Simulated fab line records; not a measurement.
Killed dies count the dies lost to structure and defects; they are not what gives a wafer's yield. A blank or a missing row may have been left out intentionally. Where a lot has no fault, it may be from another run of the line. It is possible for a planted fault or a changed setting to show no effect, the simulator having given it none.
Matching of chambers	flow n5-finfet	rie-diel-04 running N5_BEOL_M8_STRIP_19: 4 sister chambers
The step strips in O2. 8 wafers are shown with their chamber, then 10 later ones without.

WAFERS, EACH WITH ITS CHAMBER
wafer	chamber	showerhead-plenum-p-Torr (Torr)	throttle-valve-pct (%)
L079.6	2	1.99	17.14
L082.2	3	2.04	16.35
L095.6	3	2.04	16.45
L094.3	2	1.98	17.22
L094.4	0	2.06	16.50
L094.5	1	2.11	16.66
L085.2	0	2.06	16.49
L085.4	1	2.11	16.67

WAFERS WITHOUT THEIR CHAMBER
wafer	showerhead-plenum-p-Torr (Torr)	throttle-valve-pct (%)
L085.6	2.03	16.40
L090.1	2.06	16.49
L090.3	1.98	17.24
L090.6	2.03	16.43
L096.1	2.11	16.71
L096.4	2.06	16.50
L096.5	2.06	16.50
L086.3	2.05	16.52
L086.4	2.24	16.78
L086.5	2.10	16.69

WHICH CHAMBER EACH ONE RAN IN
wafer	from the rows above	in truth
L085.6	3	3
L090.1	0	0
L090.3	2	2
L090.6	3	3
L096.1	1	1
L096.4	0	0
L096.5	0	0
L086.3	can't be placed: 0 or 3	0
L086.4	1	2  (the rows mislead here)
L086.5	1	1
Correctly placed: 8 of 10. Can't be placed from these rows: 1 (the true chamber is among the candidates in 1). 1 placed wrongly.
How it was worked out, from the rows above alone: a wafer's distance from a chamber is the root of the sum, over the readings, of the square of ((its reading less the chamber's mean) divided by the reading's scatter). The wafer belongs to the nearest chamber; if the next one is less than 2 further off, it can't be placed. A chamber's mean is the mean of its shown wafers. The scatter is the square root of a quotient: the sum, over the shown wafers, of each reading's squared deviation from its chamber's mean, divided by wafers minus chambers.
